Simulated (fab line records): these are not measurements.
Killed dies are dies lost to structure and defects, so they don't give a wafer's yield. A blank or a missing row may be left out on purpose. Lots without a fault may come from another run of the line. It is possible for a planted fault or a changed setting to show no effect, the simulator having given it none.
Matching of chambers	flow n5-finfet	N5_MOL_CONTACT_COAG_ETCH_105 on rie-diel-03: 4 sister chambers
The step etches SiARC in CF4, target depth 15.6 nm, time 26 s. 18 wafers are shown with their chamber, then 9 later ones without.

== WAFERS, EACH WITH ITS CHAMBER ==
wafer	chamber	drypump-motor-current-A (A)	throttle-valve-pct (%)	oes-product-au (a.u.)
L078.2	1	6.3	15.55	0.68
L078.4	3	5.9	15.43	0.63
L078.6	1	6.3	15.55	0.68
L079.2	0	6.3	15.82	0.59
L079.3	2	5.5	15.67	0.60
L079.6	3	5.9	15.40	0.63
L080.1	2	5.5	15.67	0.59
L080.3	0	6.3	15.80	0.59
L080.5	2	5.5	15.67	0.59
L087.1	3	5.9	15.46	0.63
L087.2	0	6.3	15.84	0.57
L087.3	2	5.5	15.69	0.59
L087.4	1	6.3	15.58	0.66
L087.5	1	6.4	15.58	0.65
L087.6	2	5.5	15.69	0.58
L089.4	1	6.3	15.59	0.66
L089.5	2	5.4	15.71	0.58
L089.6	3	5.9	15.45	0.63

SIGNATURES (averages over the wafers above)
reading	chamber 0	chamber 1	chamber 2	chamber 3	scatter within a chamber
drypump-motor-current-A	6.300	6.320	5.483	5.900	0.0342
throttle-valve-pct	15.8200	15.5700	15.6833	15.4350	0.0201
oes-product-au	0.5833	0.6660	0.5883	0.6300	0.00952
Rule: for each reading, subtract the chamber's mean from the wafer's reading, divide by that reading's scatter and square the result; add these up over the readings and take the root, which gives the wafer's distance from the chamber. If the next closest chamber is less than 2 further off than the closest, the wafer can't be placed; otherwise it belongs to the closest. The scatter is the square root of a quotient: the sum, over the shown wafers, of each reading's squared deviation from its chamber's mean, divided by wafers minus chambers.

== WAFERS WITHOUT THEIR CHAMBER ==
wafer	drypump-motor-current-A (A)	throttle-valve-pct (%)	oes-product-au (a.u.)
L090.1	6.3	15.85	0.57
L090.2	6.3	15.61	0.65
L090.6	6.3	15.85	0.57
L092.1	6.3	15.62	0.66
L092.2	5.9	15.49	0.62
L092.3	6.3	15.87	0.57
L092.4	6.3	15.60	0.66
L092.5	6.3	15.86	0.56
L092.6	5.9	15.46	0.61

== CHAMBER TAKEN BY EACH ==
wafer	from the rows above	in truth
L090.1	0	0
L090.2	1	1
L090.6	0	0
L092.1	1	1
L092.2	3	3
L092.3	0	0
L092.4	1	1
L092.5	0	0
L092.6	3	3
Placed correctly: 9 of 9. From these rows, 0 cannot be placed. Wrongly placed: 0.
